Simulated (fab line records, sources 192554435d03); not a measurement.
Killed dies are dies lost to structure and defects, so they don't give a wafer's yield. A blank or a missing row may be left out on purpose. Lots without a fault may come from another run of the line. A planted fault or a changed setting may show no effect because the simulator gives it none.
Chamber matching | flow n5_finfet | N5_PMOS_HMC_CHANNEL_EPI_ETCH_38 on rie_si-05: 4 sister chambers
The step etches SiO2 in CF4, target depth 1.5 nm. 20 wafers are shown with their chamber, then 10 later ones without.

WAFERS WITH THEIR CHAMBER
wafer  | chamber | drypump_motor_current_A (A) | throttle_valve_pct (%) | he_backside_leak_sccm (sccm)
L074.3 | 3       | 5.7                         | 21.77                  | 2.5
L074.5 | 3       | 5.7                         | 21.78                  | 2.6
L074.6 | 0       | 5.8                         | 21.98                  | 3.4
L075.3 | 0       | 5.8                         | 21.99                  | 3.4
L075.4 | 1       | 4.8                         | 21.62                  | 2.9
L075.6 | 0       | 5.7                         | 21.99                  | 3.2
L076.3 | 1       | 4.8                         | 21.63                  | 2.9
L076.4 | 0       | 5.8                         | 21.97                  | 3.5
L076.6 | 1       | 4.8                         | 21.64                  | 2.8
L078.1 | 0       | 5.8                         | 21.98                  | 3.5
L078.3 | 3       | 5.7                         | 21.78                  | 2.5
L078.6 | 1       | 4.8                         | 21.62                  | 2.7
L079.1 | 3       | 5.7                         | 21.76                  | 2.6
L079.3 | 0       | 5.8                         | 21.97                  | 3.3
L079.5 | 2       | 5.0                         | 21.67                  | 2.5
L082.1 | 1       | 4.8                         | 21.63                  | 2.8
L082.2 | 2       | 5.0                         | 21.65                  | 2.4
L082.3 | 0       | 5.8                         | 21.99                  | 3.4
L084.3 | 0       | 5.8                         | 21.97                  | 3.5
L084.4 | 1       | 4.8                         | 21.62                  | 2.9

SIGNATURES (means of the wafers above)
reading                 | chamber 0 | chamber 1 | chamber 2 | chamber 3 | scatter within a chamber
drypump_motor_current_A | 5.787     | 4.800     | 5.000     | 5.700     | 0.0234
throttle_valve_pct      | 21.9800   | 21.6267   | 21.6600   | 21.7725   | 0.00938
he_backside_leak_sccm   | 3.400     | 2.833     | 2.450     | 2.550     | 0.0896
Rule: a wafer's distance from a chamber is the root of the sum, over the readings, of the square of ((its reading less the chamber's mean) divided by the reading's scatter). The wafer belongs to the nearest chamber; if the next one is less than 2 further off, it can't be placed. The scatter: the root of (the sum of the squares of (reading less its chamber's mean) over the shown wafers, divided by (wafers less chambers)).

WAFERS WITHOUT THEIR CHAMBER
wafer  | drypump_motor_current_A (A) | throttle_valve_pct (%) | he_backside_leak_sccm (sccm)
L084.6 | 5.8                         | 21.98                  | 3.3
L086.2 | 5.0                         | 21.65                  | 2.4
L086.3 | 5.7                         | 21.77                  | 2.4
L086.5 | 5.7                         | 21.77                  | 2.4
L087.3 | 4.7                         | 21.64                  | 3.0
L087.4 | 5.8                         | 21.98                  | 3.5
L087.5 | 4.9                         | 21.67                  | 2.5
L096.2 | 4.8                         | 21.63                  | 2.8
L096.4 | 5.7                         | 21.77                  | 2.6
L096.5 | 5.0                         | 21.65                  | 2.6

WHICH CHAMBER EACH WENT THROUGH
wafer  | from the rows above | in truth
L084.6 | 0                   | 0
L086.2 | 2                   | 2
L086.3 | 3                   | 3
L086.5 | 3                   | 3
L087.3 | 1                   | 1
L087.4 | 0                   | 0
L087.5 | 2                   | 2
L096.2 | 1                   | 1
L096.4 | 3                   | 3
L096.5 | 2                   | 2
Placed correctly: 10 of 10. Can't be placed from these rows: 0. Placed wrongly: 0.
